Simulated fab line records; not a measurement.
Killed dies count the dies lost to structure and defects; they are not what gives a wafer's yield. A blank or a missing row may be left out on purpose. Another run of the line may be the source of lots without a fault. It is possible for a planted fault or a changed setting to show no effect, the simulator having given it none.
Split-lot study	flow n5 finfet	7 lots, 21 wafers read, on a route of 1938 steps

THE SPLIT
At N5_SD_EPI_P_PEB_07 (peb time 60 s), the setting peb time s was moved away from the recipe's 60 s on 10 of the 21 wafers read, by +10.9% to +19.0%. For the rest of the wafers, this setting stayed at what the recipe calls for.

FROM SPLIT TO READING: 1 step shown by the file between the two
- N5_SD_EPI_P_DEVELOP_08: develop time 30 s

THE READING
At N5_SD_EPI_P_CD_MEAS_09: cd nm in nanometres, against a target cd of 240 nm. A value of 239.6 nm with a standard deviation of 0.79 nm is what fault-free wafers of this fab line usually give.

wafer	tool, chamber at the split	peb time s as run, s	against the recipe	cd nm, nm	against lot-mates on the recipe
L075.1	litho track-04, 0	70.59	+17.7%	244.7	+5.6
L075.3	litho track-04, 0	70.59	+17.7%	245.5	+6.4
L075.4	litho track-04, 0	60	recipe	239.1	-
L081.1	litho track-03, 0	71.39	+19.0%	245.5	+5.7
L081.2	litho track-03, 0	60	recipe	239.8	-
L081.6	litho track-03, 0	71.39	+19.0%	246.5	+6.7
L086.3	litho track-03, 0	60	recipe	238.9	-
L086.5	litho track-03, 0	60	recipe	240.6	-
L086.6	litho track-03, 0	60	recipe	239.8	-
L090.1	litho track-03, 0	60	recipe	240.5	-
L090.3	litho track-03, 0	66.51	+10.9%	243.5	+3.0
L090.6	litho track-03, 0	66.51	+10.9%	243.4	+2.9
L094.1	litho track-03, 0	60	recipe	239.3	-
L094.3	litho track-03, 0	66.69	+11.1%	242.6	+3.3
L094.5	litho track-03, 0	66.69	+11.1%	243.2	+3.9
L095.1	litho track-05, 0	60	recipe	238.5	-
L095.2	litho track-05, 0	60	recipe	239.4	-
L095.4	litho track-05, 0	60	recipe	240.4	-
L097.3	litho track-04, 0	60	recipe	239.2	-
L097.4	litho track-04, 0	67.15	+11.9%	242.9	+3.7
L097.6	litho track-04, 0	67.15	+11.9%	242.2	+3.0

FIT RESULTS
A straight line over all 21 wafers: cd nm changes by +0.318 nm for each +1% of peb time s; r = +0.97; the points scatter about the line by 0.65 nm.
The same after taking each lot's own level away (the mean of its wafers on the recipe; 21 wafers): +0.322 nm for each +1%; r = +0.98; scatter 0.55 nm.
That fit puts the effect of the largest move of peb time s on the reading at 6.1 nm.
The lots' own levels span 239.10 to 240.50 nm, that is 1.8 times the standard deviation above.
So the lot-to-lot level changes the slope little: the two slopes agree.
Check: +6.12 nm against its lot-mates is what the line predicts for one of the wafers moved furthest among these (+19.0%) when that wafer is left out of the fit. It came out at +5.7 nm against them.

OTHER SPLITS APPLIED TO THESE WAFERS
Note: prior to the reading, these wafers also went through further splits. Each is held against what the fit with the lots' levels taken away leaves over:
other split on the same wafers	wafers away from the commonest value	r with cd nm (lot level and that fit taken away)
N5_ZERO_LAYER_PECVD_02 time s	5	-0.11
N5_FIN_SAQP_FIN_ETCH_36 bias w	6	-0.15
N5_FIN_CUT_COAT_19 spin rpm	7	+0.21
N5_SD_EPI_N_COAT_33 spin rpm	6	-0.14
N5_SD_EPI_N_EXPOSE_06 dose mj	3	-0.22

THE WHOLE CHAIN: every reading that the file lists as answering this split, in the file's order
step	what it does	reading	change (the file's fit)	r (the file's)
N5_SD_EPI_P_CD_MEAS_09	target cd 240 nm	cd nm	+0.317 nm for each +1% of the setting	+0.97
N5_SD_EPI_P_DESCUM_14	chemistry O2, time 7.9 s	SD_EPI_P.cd nm (the simulator's own value, which no gauge read)	+0.317 nm for each +1% of the setting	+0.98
N5_SD_EPI_P_ETCH_36	etches SiARC in CF4, target depth 45.5 nm, time 75.8 s	SD_EPI_P.cd nm (the simulator's own value, which no gauge read)	+0.312 nm for each +1% of the setting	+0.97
N5_SD_EPI_P_ETCH_37	etches SOC in N2/H2, overetch 108 nm, time 486 s	SD_EPI_P.cd nm (the simulator's own value, which no gauge read)	+0.302 nm for each +1% of the setting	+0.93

FILE'S OWN FIT
cd nm changes by +0.317 nm for each +1% of peb time s, r = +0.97.
